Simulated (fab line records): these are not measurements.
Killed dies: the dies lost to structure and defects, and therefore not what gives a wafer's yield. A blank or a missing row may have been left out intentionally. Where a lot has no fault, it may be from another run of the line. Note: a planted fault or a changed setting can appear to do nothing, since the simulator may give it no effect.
Split-lot experiment ; flow n5_finfet ; route with 1938 steps; 7 lots, 21 wafers read

ABOUT THE SPLIT
At N5_MOL_CONTACT_COAG_PECVD_31 (deposits SiO2 from TEOS/O2, target thk 46 nm, time 8.9 s), the setting temp_c was moved away from the recipe's 400 C on 5 of the 21 wafers read, by -1.3% to +4.2%. The other wafers ran this setting at the recipe's value.

FROM THE SPLIT TO THE READING: what the file shows between them, 3 steps
- N5_MOL_CONTACT_COAG_COAT_78: resist thk 40 nm (also split here: spin_rpm)
- N5_MOL_CONTACT_COAG_ETCHBACK_135: etches SiO2 in CHF3, target depth 25 nm, time 16.7 s (also split here: time_s)
- N5_MOL_CONTACT_COAG_STRIP_118: strips in CHF3

THE READING
etch.depth_nm (the simulator's own value, which no gauge read), in nm, at N5_MOL_CONTACT_COAG_VIA_ETCH_46 (etches SiO2 in C4F6/O2, target depth 46 nm, overetch 9.2 nm, time 40 s). The file gives no usual value for it. Here, 16 wafers ran the recipe; their average is 46.42 nm with a standard deviation of 0.57 nm.

wafer;tool, chamber at the split;temp_c as run, C;against the recipe;etch.depth_nm, nm;against lot-mates on the recipe
L080.4;pecvd-04, 0;416.9;+4.2%;42.02;-3.69
L080.5;pecvd-04, 2;416.9;+4.2%;41.51;-4.20
L080.6;pecvd-04, 1;400;recipe;45.71;-
L084.2;pecvd-03, 1;400;recipe;46.46;-
L084.4;pecvd-03, 1;395.4;-1.2%;48.14;+1.47
L084.5;pecvd-03, 2;400;recipe;46.88;-
L086.1;pecvd-04, 1;400;recipe;44.99;-
L086.2;pecvd-04, 0;400;recipe;46.18;-
L086.3;pecvd-04, 2;400;recipe;46.3;-
L092.2;pecvd-01, 2;400;recipe;46.21;-
L092.4;pecvd-01, 1;400;recipe;46.46;-
L092.5;pecvd-01, 2;400;recipe;47.01;-
L093.3;pecvd-03, 1;394.8;-1.3%;47.94;+0.31
L093.4;pecvd-03, 2;394.8;-1.3%;48.54;+0.91
L093.6;pecvd-03, 1;400;recipe;47.63;-
L094.1;pecvd-03, 2,0;400;recipe;46.13;-
L094.5;pecvd-03, 2,0;400;recipe;46.12;-
L094.6;pecvd-03, 2;400;recipe;46.62;-
L097.2;pecvd-03, 1;400;recipe;46.92;-
L097.4;pecvd-03, 0;400;recipe;46.33;-
L097.6;pecvd-03, 2;400;recipe;46.72;-
Where a row lists several chambers, the file gives one row for several wafers and doesn't say which wafer went through which chamber.

FIT RESULTS
A straight line over all 21 wafers: etch.depth_nm changes by -1.15 nm for each +1% of temp_c; r = -0.95; the points scatter about the line by 0.56 nm.
The same after taking each lot's own level away (the mean of its wafers on the recipe; 21 wafers): -0.901 nm for each +1%; r = -0.96; scatter 0.39 nm.
On that fit, the largest move of temp_c shifts the reading by 3.8 nm.
The span of the lots' own levels, 45.710 to 47.630 nm, comes to 3.4 times the standard deviation stated above.
So the lot-to-lot level changes the slope: the two fits differ.
Check: with one of the wafers moved furthest among these (+4.2%) left out of the fit, the line predicts -3.99 nm for it against its lot-mates. It came out at -3.69 nm against them.

THE OTHER SPLITS THESE WAFERS WENT THROUGH
These wafers also went through other splits before the reading. Each is held against what the fit with the lots' levels taken away leaves over:
other split on the same wafers;wafers away from the commonest value;r with etch.depth_nm (lot level and that fit taken away)
N5_MOL_CONTACT_COAG_COAT_78 spin_rpm;4;-0.05
N5_MOL_CONTACT_COAG_ETCHBACK_135 time_s;11;+0.06

THE WHOLE CHAIN: every reading that the file lists as answering this split, in the file's order
step;what it does;reading;change (the file's fit);r (the file's)
N5_MOL_CONTACT_COAG_PECVD_31;deposits SiO2 from TEOS/O2, target thk 46 nm, time 8.9 s;SiO2_of_MOL_CONTACT_COAG_PECVD_31.thk_nm (the simulator's own value, which no gauge read);-0.942 nm for each +1% of the setting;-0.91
N5_MOL_CONTACT_COAG_VIA_ETCH_46;etches SiO2 in C4F6/O2, target depth 46 nm, overetch 9.2 nm, time 40 s;etch.depth_nm (the simulator's own value, which no gauge read);-0.917 nm for each +1% of the setting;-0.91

THE FILE'S OWN FIT
etch.depth_nm changes by -0.917 nm for each +1% of temp_c, r = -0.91.
